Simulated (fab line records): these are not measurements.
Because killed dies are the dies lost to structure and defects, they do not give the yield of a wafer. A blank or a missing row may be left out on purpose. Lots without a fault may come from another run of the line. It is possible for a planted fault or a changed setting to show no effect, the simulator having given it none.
fab line records	flow n5Finfet
record lots=5	wafers=15	lastDay=16
route steps=1938 shown BEOL_M4@1099 BEOL_M5@1112 MIM_BOT_ETCH@1866 PASSIVATION@1936
lots that met no fault: from a run of the same line without faults
startH: hours from the record's first day to the start of the lot's first wafer shown	waitH: hours elapsed since this lot's preceding step	" same as the row above	L1.1+2: a single row standing in for several wafers	- no value, or no start was given	* or withheld: withheld	< > ~ a bound
route shown NAME@n: NAME is a module with steps in the file, n the number in the route of the first one	usual: mean/standard deviation taken from wafers without a fault	same: alike in all rows	chamber/n: place in a boat	sites: per-site readings	_std_site: how widely they spread, as a standard deviation	_edge_site: inner sites' mean taken away from outer sites' mean	radiusMm: for every site, how far away it sits from the centre of the wafer	mask NAME#n: copy n	behind: tool/chamber where the wafer was last shaped	hold: the reason the lot was held/the length of the hold in hours/how it ended	device: names the non-switching transistor (n, p or np)	end of line: the tests these same wafers got at the end of their route	step lacking rows: just its recipe	killed: at the first sort, the dies lost to defects and structure; wafer yield is something else	map: the dies of a wafer, with x for killed, . for not killed, _ for no die there
set.NAME: the setting as run; set.NAME@STEP: as run at that earlier step	model.NAME: the simulator's own value behind a step, which no gauge read
lots at selected steps of the route; one table per step, one row per wafer
services: from which hour (startH, from the record's first day; less than 0 if before it) a tool's chamber was out of use, for how many hours, and why
## steps
# step N5_BEOL_M4_ANNEAL_95
# recipe tempC=400	timeS=240	ambient=vacuum
# step N5_BEOL_M4_SPUTTER_96
# recipe material=Cu	targetThkA=45	tempC=-20	chamberPressurePa=0.07	powerW=withheld	timeS=8.29
# step N5_BEOL_M4_ECD_50
# recipe material=Cu	targetThkA=3000
# step N5_BEOL_M4_ANNEAL_51
# recipe tempC=225	timeS=90	ambient=N2
# step N5_BEOL_M4_CMP_52
# recipe stopOn=SiOC	tOverpolishS=6.8	downForcePsi=1	platenRpm=50	clearingPlatenDownForcePsi=1.5	clearingPlatenRpm=50	postCmpClean=cuAlkaline	targetThkNm=40	clearingPlatenPadVelocityMS=0.99484	padVelocityMS=0.99484
# step N5_BEOL_M4_PRE_CLEAN_60
# recipe gas=NH3/H2	timeS=15	tempC=*	rfPowerW=300
# step N5_BEOL_M4_CO_CAP_55
# recipe material=Co	targetThkA=20	tempC=200	precursor=CCTBA/H2	pressureTorr=30	timeS=102.1
# step N5_BEOL_M4_PRE_CLEAN_56
# recipe gas=NH3	timeS=15	tempC=withheld	rfPowerW=300
# step N5_BEOL_M4_DEP_57
# recipe material=SiCN	targetThkA=80	tempC=withheld	precursor=3MS/NH3	pressureTorr=3	rfW=202	timeS=14
# step N5_BEOL_M4_RC_MEAS_101
# usual DIBL_N=37.1/1.9	DIBL_P=37.2/2.3	IOFF_N=0.18/0.04	IOFF_P=0.23/0.044	ION_N=682/11	ION_P=468/8.6	SS_N=71.9/0.68	SS_P=73.5/0.74	VT_N=248/3.4	VT_P=-248/3.4
lot.wafer	tool	chamber	startH	waitH	DIBL_N[mV/V]	DIBL_P[mV/V]	IOFF_N[nA/um]	IOFF_P[nA/um]	ION_N[uA/um]	ION_P[uA/um]	SS_N[mV/dec]	SS_P[mV/dec]	VT_N[mV]	VT_P[mV]
L508.3	prober-01	0	212.99	0.3	35.9	36.9	0.17	0.24	690	474	71.9	73.0	249	-249
L508.4	"	0	"	"	37.2	37.1	0.19	0.23	679	466	72.2	73.2	244	-249
L508.5	"	0	"	"	37.3	37.5	0.20	0.25	693	482	71.7	73.8	244	-244
L509.2	prober-02	0	216.94	0.2	39.6	40.2	0.22	0.26	693	473	72.1	73.7	246	-250
L509.4	"	0	"	"	34.2	32.6	0.12	0.15	672	462	70.5	72.9	255	-253
L509.5	"	0	"	"	34.5	33.7	0.13	0.16	690	470	71.4	72.7	254	-255
L510.2	prober-01	0	226.36	0.2	34.4	36.7	0.15	0.18	683	470	71.2	73.1	252	-253
L510.3	"	0	"	"	35.2	36.9	0.14	0.18	675	462	71.4	72.7	253	-254
L510.4	"	0	"	"	35.6	38.5	0.16	0.20	686	469	71.0	74.2	249	-252
L513.1	prober-01	0	242.52	0.0	37.6	37.1	0.19	0.27	696	482	71.1	73.2	243	-244
L513.3	"	0	"	"	39.1	38.0	0.21	0.27	678	468	71.9	73.6	245	-246
L513.4	"	0	"	"	36.7	37.4	0.18	0.27	688	485	71.4	73.3	246	-246
L518.3	prober-01	0	281.06	0.3	39.5	38.7	0.21	0.29	696	478	71.5	73.5	246	-246
L518.4	"	0	"	"	38.5	36.9	0.18	0.25	687	475	71.7	73.5	248	-248
L518.5	"	0	"	"	37.6	36.2	0.17	0.24	687	472	71.0	73.2	249	-248
# step N5_BEOL_M5_ILD_DEP_00
# recipe material=SiCOH_lowk	targetThkA=1406.4	tempC=300	precursor=DEMS/porogen	pressureTorr=5	rfW=500	timeS=25.9
# step N5_BEOL_M5_CURE_79
# recipe tempC=385	timeS=240	ambient=He/Ar	material=SiCOH_lowk
# step N5_BEOL_M5_PECVD_70
# recipe material=SiO2	targetThkA=160	tempC=400	precursor=TEOS/O2	pressureTorr=5.5	rfW=450	teosFlowSccm=53.8	gas=O2	flowSccm=3000	timeS=18
# step N5_BEOL_M5_HM_DEP_02
# recipe material=TiN	targetThkA=200	tempC=25	chamberPressurePa=0.49996
# step N5_BEOL_M5_COAT_59
# recipe resist=SOC	tempC=250	timeS=60	spinRpm=1500	resistThkNm=60
# step N5_BEOL_M5_COAT_60
# recipe resist=SiARC	tempC=220	timeS=60	spinRpm=1500	resistThkNm=12
# step N5_BEOL_M5_COAT_71
# recipe resist=underlayer	tempC=205	timeS=60	spinRpm=1500	resistThkNm=5
# step N5_BEOL_M5_COAT_05
# recipe resist=CAR-EUV	spinRpm=1500	resistThkNm=30
# step N5_BEOL_M5_EBR_07
# recipe solvent=PGMEA	ebrWidthMm=1.5
# step N5_BEOL_M5_SOFTBAKE_06
# recipe tempC=110	timeS=60	resist=CAR-EUV
# step N5_BEOL_M5_EXPOSE_08
# recipe maskId=M5	na=0.33	sourceShape=annular	sigmaInner=0.4	sigmaOuter=0.8	polarization=unpolarized	targetCdNm=28	doseMj=35.75
# step N5_BEOL_M5_PEB_09
# recipe pebTempC=100	pebTimeS=60	resist=CAR-EUV
# step N5_BEOL_M5_DEVELOP_10
# recipe developTimeS=30	developer=TMAH	resist=CAR-EUV	rinseLiquid=surfactantRinse	dry=airSpin	devTempC=23
# step N5_BEOL_M5_DESCUM_16
# recipe chemistry=O2	timeS=7	sourcePowerW=50	biasPowerW=20	pressureMtorr=20	rfFrequencyHz=2.712e+07	tempC=40	resist=CAR-EUV	o2FlowSccm=225
# step N5_BEOL_M5_ETCH_72
# recipe chemistry=N2/H2	target=underlayer	targetDepthA=65	maskMaterial=CAR-EUV	timeS=5.2	ionEnergyEv=200	pressureMtorr=30	sourceW=840	biasW=150	n2FlowSccm=200	h2FlowSccm=200	ends=cleared
# step N5_BEOL_M5_ETCH_61
# recipe chemistry=CF4	target=SiARC	targetDepthA=156	maskMaterial=CAR-EUV	timeS=26	ionEnergyEv=80	pressureMtorr=40	sourceW=545	biasW=36	Ar_flow_sccm=100	cf4FlowSccm=100	ends=cleared
# step N5_BEOL_M5_ETCH_62
# recipe chemistry=N2/H2	target=SOC	targetDepthA=750	overetchA=150	maskMaterial=SiARC	tempC=40	timeS=112.5	ionEnergyEv=200	pressureMtorr=30	sourceW=840	biasW=150	n2FlowSccm=200	h2FlowSccm=200
# step N5_BEOL_M5_STRIP_63
# recipe chemistry=N2/H2	tempC=40	n2FlowSccm=200	h2FlowSccm=200	rfFrequencyHz=6e+07
# step N5_BEOL_M5_STRIP_73
# recipe chemistry=N2/H2	tempC=40	n2FlowSccm=200	h2FlowSccm=200	rfFrequencyHz=6e+07
# step N5_BEOL_M5_STRIP_64
# recipe chemistry=CF4	resist=SiARC	powerW=300	biasPowerW=75	pressureMtorr=50	cf4FlowSccm=150	rfFrequencyHz=6e+07
# step N5_BEOL_M5_HM_OPEN_17
# recipe chemistry=Cl2/BCl3	targetDepthA=200	overetchA=60	target=TiN	maskMaterial=SOC	ionEnergyEv=150	pressureMtorr=10	icpW=1000	biasW=126	Cl2_flow_sccm=53.25	bcl3FlowSccm=21.75	Ar_flow_sccm=25
# step N5_BEOL_M5_STRIP_19
# recipe chemistry=O2	powerW=400	tempC=40	pressureMtorr=30	rfFrequencyHz=6e+07	biasPowerW=0	overashFraction=0.2	o2FlowSccm=225
# step N5_BEOL_M5_COAT_65
# recipe resist=SOC	tempC=250	timeS=60	spinRpm=1500	resistThkNm=60
# step N5_BEOL_M5_COAT_66
# recipe resist=SiARC	tempC=220	timeS=60	spinRpm=1500	resistThkNm=12
# step N5_MIM_BOT_ETCH_ETCH_04
# recipe chemistry=CF4/O2	target=SiNx	targetDepthA=260	timeS=13	ionEnergyEv=100	pressureMtorr=40	sourceW=535	biasW=49	Ar_flow_sccm=100	cf4FlowSccm=100	O2_flow_sccm=10
# usual O2_flow_sccm=10.00/0.033	biasW=49.01/0.14	drypumpMotorCurrentA=5.7/0.42	oesProductAu=0.81/0.077	rfVppV=242/4	showerheadPlenumPTorr=2.21/0.069	throttleValvePct=15.91/0.25
lot.wafer	tool	chamber	startH	waitH	O2_flow_sccm	biasW	drypumpMotorCurrentA	oesProductAu	rfHoursCounterH	rfVppV	showerheadPlenumPTorr	throttleValvePct	model.coat_of_MIM_BOT_LITHO_COAT_02.thkNm
L508.3	rieDiel-01	3	300.12	0.0	9.98	48.94	5.2	0.78	99	246	2.13	16.03	*
L508.4	"	1	"	"	9.95	49.15	5.6	0.84	-	240	2.22	15.67	*
L508.5	"	3	"	"	10.01	49.09	5.2	0.79	-	246	2.13	16.03	*
L509.2	rieDiel-01	3	311.77	0.0	-	-	-	-	-	-	-	-	*
L509.4	"	2	"	"	-	-	-	-	-	-	-	-	*
L509.5	"	1	"	"	-	-	-	-	-	-	-	-	*
L510.2	rieDiel-01	3	318.49	0.0	-	-	-	-	-	-	-	-	*
L510.3	"	1	"	"	-	-	-	-	-	-	-	-	*
L510.4	"	3	"	"	-	-	-	-	-	-	-	-	*
L513.1	rieDiel-01	3	328.96	0.0	-	-	-	-	-	-	-	-	*
L513.3	"	1	"	"	-	-	-	-	-	-	-	-	*
L513.4	"	0	"	"	-	-	-	-	-	-	-	-	*
L518.3	rieDiel-05	0	373.20	0.0	9.98	49.17	5.5	0.74	143	243	2.28	15.70	*
L518.4	"	0	"	"	9.95	49.22	5.6	0.74	-	243	2.28	15.69	*
L518.5	"	3	"	"	9.98	49.02	5.6	0.67	-	234	2.17	16.27	*
# step N5_MIM_BOT_ETCH_ETCH_00
# recipe chemistry=Cl2/BCl3	target=TiN	targetDepthA=455	ionEnergyEv=150	pressureMtorr=10	icpW=1000	biasW=126	Cl2_flow_sccm=53.25	bcl3FlowSccm=21.75	Ar_flow_sccm=25
# usual bcl3FlowSccm=21.75/0.065	biasW=126.0/0.34	drypumpMotorCurrentA=6.0/0.48	oesProductAu=0.80/0.095	throttleValvePct=21.94/0.19
lot.wafer	tool	chamber	startH	waitH	bcl3FlowSccm	biasW	drypumpMotorCurrentA	oesProductAu	rfHoursCounterH	throttleValvePct	model.coat_of_MIM_BOT_LITHO_COAT_02.thkNm
L508.3	rieMetal-02	0	300.33	0.1	21.72	126.0	6.0	0.74	-	21.98	*
L508.4	"	1	"	"	21.72	126.2	5.1	0.92	-	21.95	*
L508.5	"	0	"	"	21.71	125.9	6.0	0.74	-	21.98	*
L509.2	rieMetal-02	0	311.95	0.1	21.72	126.4	6.0	0.74	55	21.97	*
L509.4	"	0	"	"	21.82	126.1	6.1	0.74	-	21.96	*
L509.5	"	0	"	"	21.69	125.9	6.0	0.74	-	21.98	*
L510.2	rieMetal-01	0	318.67	0.1	21.88	126.0	6.4	0.72	62	21.93	*
L510.3	"	0	"	"	21.78	125.9	6.4	0.71	-	21.92	*
L510.4	"	1	"	"	21.82	125.9	6.5	0.91	-	22.03	*
L513.1	rieMetal-03	1	329.14	0.1	21.71	125.5	5.9	0.83	22	21.52	*
L513.3	"	0	"	"	21.83	125.2	5.6	0.68	-	22.23	*
L513.4	"	1	"	"	21.71	125.5	5.9	0.84	-	21.54	*
L518.3	rieMetal-02	1	373.42	0.1	21.75	126.1	5.1	0.89	-	21.94	*
L518.4	"	0	"	"	21.66	126.4	6.1	0.72	-	21.99	*
L518.5	"	0	"	"	21.71	126.1	6.1	0.72	-	22.00	*
# step N5_PASSIVATION_PROBE_49
# usual defectLimitedYield=91.5/1.4	killed_at_M0_to_M3=32/9.7	killed_at_M4_up=14/5.3	killedAtContacts=11/6	killedAtFrontEnd=39/14	killedAtOther=3.3/2.7	killedDies=100/17	killedOnRim=14/4	killedOpen=66/13	killedShort=32/7.4	sort_bin_5_function=4.9/0.9	sort_bin_6_memory=3.2/0.72	sortNPass=1080/17	sortYieldPct=91.5/1.4
# same grossDies=1180	killedAtBackSide=0	sort_bin_4_leakage[%]=0	sort_bin_8_speed[%]=0
lot.wafer	tool	chamber	startH	waitH	defectLimitedYield[%]	killed_at_M0_to_M3	killed_at_M4_up	killedAtContacts	killedAtFrontEnd	killedAtOther	killedDies	killedOnRim	killedOpen	killedShort	sort_bin_5_function[%]	sort_bin_6_memory[%]	sortNPass	sortYieldPct[%]
L509.2	prober-02	-	322.86	0.1	0	34	16	11	28	1091	1180	152	58	30	96.6	3.2	0	0
L509.4	prober-02	-	322.96	0.2	0	45	8	16	24	1087	1180	152	59	35	96.9	2.8	0	0
L509.5	prober-02	-	323.01	0.2	0	24	24	26	32	1074	1180	152	78	27	96.2	3.6	0	0
L510.2	prober-01	-	328.74	0.1	0	20	21	8	33	1098	1180	152	59	27	96.8	3.0	0	0
L510.3	prober-01	-	328.79	0.1	0	16	11	9	52	1092	1180	152	61	26	96.5	3.1	0	0
L510.4	prober-01	-	328.84	0.2	0	16	8	12	54	1090	1180	152	63	30	96.9	2.9	0	0
L513.1	prober-01	-	337.39	0.0	0	20	14	16	37	1093	1180	152	55	34	97.1	2.7	0	0
L513.3	prober-01	-	337.49	0.1	0	32	14	8	37	1089	1180	152	67	28	96.7	3.0	0	0
L513.4	prober-01	-	337.54	0.2	0	24	18	4	49	1085	1180	152	66	32	96.4	3.6	0	0
# killed by level:class
L509.2 MIM_BOT_ETCH:areaEtch=1091 BEOL_M2:geometricParticle:open=9 BEOL_M3:geometricParticle:open=9 FIN_SAQP:geometricParticle:open=7 MOL_CONTACT_COAG:geometricParticle:open=7 FIN_SAQP:geometricParticle:short=6 BEOL_M4:geometricParticle:open=5 STI_FIN_REVEAL:geometricParticle:open=4
L509.4 MIM_BOT_ETCH:areaEtch=1085 MOL_CONTACT_COAG:geometricParticle:open=12 BEOL_M0_SAQP:geometricParticle:short=10 BEOL_M2:geometricParticle:open=8 STI_FIN_REVEAL:geometricParticle:open=7 BEOL_M0_SAQP:geometricParticle:open=7 BEOL_M3:geometricParticle:open=6 BEOL_M1:geometricParticle:open=5
L509.5 MIM_BOT_ETCH:areaEtch=1074 MOL_CONTACT_COAG:geometricParticle:open=16 BEOL_M4:geometricParticle:open=14 STI_FIN_REVEAL:geometricParticle:open=10 MOL_CONTACT_COAG:geometricParticle:short=10 BEOL_M3:geometricParticle:open=7 STARTING-WAFER:geometricParticle:open=7 BEOL_M2:geometricParticle:open=6
L510.2 MIM_BOT_ETCH:areaEtch=1093 STI_FIN_REVEAL:geometricParticle:open=11 BEOL_M4:geometricParticle:open=8 DUMMY_GATE:geometricParticle:open=7 MOL_CONTACT_COAG:geometricParticle:open=7 BEOL_M3:geometricParticle:open=6 FIN_SAQP:geometricParticle:short=4 STI_FIN_REVEAL:geometricParticle:short=4
L510.3 MIM_BOT_ETCH:areaEtch=1091 STI_FIN_REVEAL:geometricParticle:open=16 FIN_SAQP:geometricParticle:short=11 FIN_SAQP:geometricParticle:open=11 MOL_CONTACT_COAG:geometricParticle:open=8 BEOL_M4:geometricParticle:open=5 BEOL_M0_SAQP:geometricParticle:short=4 BEOL_M2:geometricParticle:open=4
L510.4 MIM_BOT_ETCH:areaEtch=1085 STI_FIN_REVEAL:geometricParticle:open=17 FIN_SAQP:geometricParticle:open=14 MOL_CONTACT_COAG:geometricParticle:open=10 FIN_SAQP:geometricParticle:short=6 STI_FIN_REVEAL:geometricParticle:short=5 BEOL_M0_SAQP:geometricParticle:open=4 GATE_CUT:geometricParticle:open=3
L513.1 MIM_BOT_ETCH:areaEtch=1091 MOL_CONTACT_COAG:geometricParticle:open=14 GATE_CUT:geometricParticle:short=9 FIN_SAQP:geometricParticle:short=7 STI_FIN_REVEAL:geometricParticle:open=7 BEOL_M0_SAQP:geometricParticle:open=7 FIN_SAQP:geometricParticle:open=4 BEOL_M4:geometricParticle:open=4
L513.3 MIM_BOT_ETCH:areaEtch=1085 BEOL_M0_SAQP:geometricParticle:open=13 STI_FIN_REVEAL:geometricParticle:open=10 FIN_SAQP:geometricParticle:short=9 MOL_CONTACT_COAG:geometricParticle:open=7 BEOL_M3:geometricParticle:open=6 FIN_SAQP:geometricParticle:open=5 BEOL_M0_SAQP:geometricParticle:short=5
L513.4 MIM_BOT_ETCH:areaEtch=1081 FIN_SAQP:geometricParticle:short=16 FIN_SAQP:geometricParticle:open=16 STI_FIN_REVEAL:geometricParticle:open=9 BEOL_M4:geometricParticle:open=9 BEOL_M0_SAQP:geometricParticle:open=7 BEOL_M0_SAQP:geometricParticle:short=6 BEOL_M3:geometricParticle:open=5
# map L509.2 (x killed, . not)
_________________xxxxxxxxxxxx________________
______________xxxxxxxxxxxxxxxxxx_____________
___________xxxxxxxxxxxxxxxxxxxxxxxx__________
__________xxxxxxxxxxxxxxxxxxxxxxxxxx_________
________xxxxxxxxxxxxxxxxxxxxxxxxxxxxxx_______
_______xxxxxxxxxxxxxxxxxxxxxxxxxxxxxxxx______
______xxxxxxxxxxxxxxxxxxxxxxxxxxxxxxxxxx_____
_____xxxxxxxxxxxxxxxxxxxxxxxxxxxxxxxxxxxx____
____xxxxxxxxxxxxxxxxxxxxxxxxxxxxxxxxxxxxxx___
___xxxxxxxxxxxxxxxxxxxxxxxxxxxxxxxxxxxxxxxx__
___xxxxxxxxxxxxxxxxxxxxxxxxxxxxxxxxxxxxxxxx__
__xxxxxxxxxxxxxxxxxxxxxxxxxxxxxxxxxxxxxxxxxx_
__xxxxxxxxxxxxxxxxxxxxxxxxxxxxxxxxxxxxxxxxxx_
_xxxxxxxxxxxxxxxxxxxxxxxxxxxxxxxxxxxxxxxxxxxx
_xxxxxxxxxxxxxxxxxxxxxxxxxxxxxxxxxxxxxxxxxxxx
_xxxxxxxxxxxxxxxxxxxxxxxxxxxxxxxxxxxxxxxxxxxx
_xxxxxxxxxxxxxxxxxxxxxxxxxxxxxxxxxxxxxxxxxxxx
_xxxxxxxxxxxxxxxxxxxxxxxxxxxxxxxxxxxxxxxxxxxx
_xxxxxxxxxxxxxxxxxxxxxxxxxxxxxxxxxxxxxxxxxxxx
_xxxxxxxxxxxxxxxxxxxxxxxxxxxxxxxxxxxxxxxxxxxx
_xxxxxxxxxxxxxxxxxxxxxxxxxxxxxxxxxxxxxxxxxxxx
__xxxxxxxxxxxxxxxxxxxxxxxxxxxxxxxxxxxxxxxxxx_
__xxxxxxxxxxxxxxxxxxxxxxxxxxxxxxxxxxxxxxxxxx_
___xxxxxxxxxxxxxxxxxxxxxxxxxxxxxxxxxxxxxxxx__
___xxxxxxxxxxxxxxxxxxxxxxxxxxxxxxxxxxxxxxxx__
____xxxxxxxxxxxxxxxxxxxxxxxxxxxxxxxxxxxxxx___
_____xxxxxxxxxxxxxxxxxxxxxxxxxxxxxxxxxxxx____
______xxxxxxxxxxxxxxxxxxxxxxxxxxxxxxxxxx_____
_______xxxxxxxxxxxxxxxxxxxxxxxxxxxxxxxx______
________xxxxxxxxxxxxxxxxxxxxxxxxxxxxxx_______
__________xxxxxxxxxxxxxxxxxxxxxxxxxx_________
___________xxxxxxxxxxxxxxxxxxxxxxxx__________
______________xxxxxxxxxxxxxxxxxx_____________
_________________xxxxxxxxxxxx________________
# map L510.2 (x killed, . not)
_________________xxxxxxxxxxxx________________
______________xxxxxxxxxxxxxxxxxx_____________
___________xxxxxxxxxxxxxxxxxxxxxxxx__________
__________xxxxxxxxxxxxxxxxxxxxxxxxxx_________
________xxxxxxxxxxxxxxxxxxxxxxxxxxxxxx_______
_______xxxxxxxxxxxxxxxxxxxxxxxxxxxxxxxx______
______xxxxxxxxxxxxxxxxxxxxxxxxxxxxxxxxxx_____
_____xxxxxxxxxxxxxxxxxxxxxxxxxxxxxxxxxxxx____
____xxxxxxxxxxxxxxxxxxxxxxxxxxxxxxxxxxxxxx___
___xxxxxxxxxxxxxxxxxxxxxxxxxxxxxxxxxxxxxxxx__
___xxxxxxxxxxxxxxxxxxxxxxxxxxxxxxxxxxxxxxxx__
__xxxxxxxxxxxxxxxxxxxxxxxxxxxxxxxxxxxxxxxxxx_
__xxxxxxxxxxxxxxxxxxxxxxxxxxxxxxxxxxxxxxxxxx_
_xxxxxxxxxxxxxxxxxxxxxxxxxxxxxxxxxxxxxxxxxxxx
_xxxxxxxxxxxxxxxxxxxxxxxxxxxxxxxxxxxxxxxxxxxx
_xxxxxxxxxxxxxxxxxxxxxxxxxxxxxxxxxxxxxxxxxxxx
_xxxxxxxxxxxxxxxxxxxxxxxxxxxxxxxxxxxxxxxxxxxx
_xxxxxxxxxxxxxxxxxxxxxxxxxxxxxxxxxxxxxxxxxxxx
_xxxxxxxxxxxxxxxxxxxxxxxxxxxxxxxxxxxxxxxxxxxx
_xxxxxxxxxxxxxxxxxxxxxxxxxxxxxxxxxxxxxxxxxxxx
_xxxxxxxxxxxxxxxxxxxxxxxxxxxxxxxxxxxxxxxxxxxx
__xxxxxxxxxxxxxxxxxxxxxxxxxxxxxxxxxxxxxxxxxx_
__xxxxxxxxxxxxxxxxxxxxxxxxxxxxxxxxxxxxxxxxxx_
___xxxxxxxxxxxxxxxxxxxxxxxxxxxxxxxxxxxxxxxx__
___xxxxxxxxxxxxxxxxxxxxxxxxxxxxxxxxxxxxxxxx__
____xxxxxxxxxxxxxxxxxxxxxxxxxxxxxxxxxxxxxx___
_____xxxxxxxxxxxxxxxxxxxxxxxxxxxxxxxxxxxx____
______xxxxxxxxxxxxxxxxxxxxxxxxxxxxxxxxxx_____
_______xxxxxxxxxxxxxxxxxxxxxxxxxxxxxxxx______
________xxxxxxxxxxxxxxxxxxxxxxxxxxxxxx_______
__________xxxxxxxxxxxxxxxxxxxxxxxxxx_________
___________xxxxxxxxxxxxxxxxxxxxxxxx__________
______________xxxxxxxxxxxxxxxxxx_____________
_________________xxxxxxxxxxxx________________
## services
tool	chamber	startH	hours	kind
rieDiel-01	0	293.25	34.3	repair
rieDiel-05	2	294.72	3.8	repair
rieMetal-01	-	296.07	2.8	pm
rieDiel-05	0	303.23	6.3	repair
rieMetal-02	1	307.60	2.2	repair
rieMetal-02	-	328.93	1.4	pm
rieMetal-02	-	356.20	0.7	repair
## key
firstSign step=N5_MIM_BOT_ETCH_ETCH_04	reading=toolRecord	direction=missing
effect step=N5_PASSIVATION_PROBE_49	reading=killedAtOther	direction=up	sigmas=99+	usual=3.3	struck=1088.8
modelEffect step=N5_MIM_BOT_ETCH_ETCH_04	value=coat_of_MIM_BOT_LITHO_COAT_02.thkNm	without=*	struck=*
modelEffect step=N5_MIM_BOT_ETCH_ETCH_00	value=coat_of_MIM_BOT_LITHO_COAT_02.thkNm	without=*	struck=*
moreKillsBornAt N5_MIM_BOT_ETCH_ETCH_04@rieDiel-01=9776
metAt N5_MIM_BOT_ETCH_ETCH_04
struckWafers L509.2,L509.4,L509.5,L510.2,L510.3,L510.4,L513.1,L513.3,L513.4
laterRowsLeftOut L509.2,L509.4,L509.5,L510.2,L510.3,L510.4,L513.1,L513.3,L513.4
onsetBetween 300.12 311.77
fault kind=skippedStepWhole	tool=rieDiel-01	chamber=-	onsetH=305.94	steps=N5_MIM_BOT_ETCH_ETCH_04	scope=struckLotsOnly
# laterRowsLeftOut: the simulator's readings of these wafers behind a module that went badly wrong aren't trusted and aren't shown, but for the sort
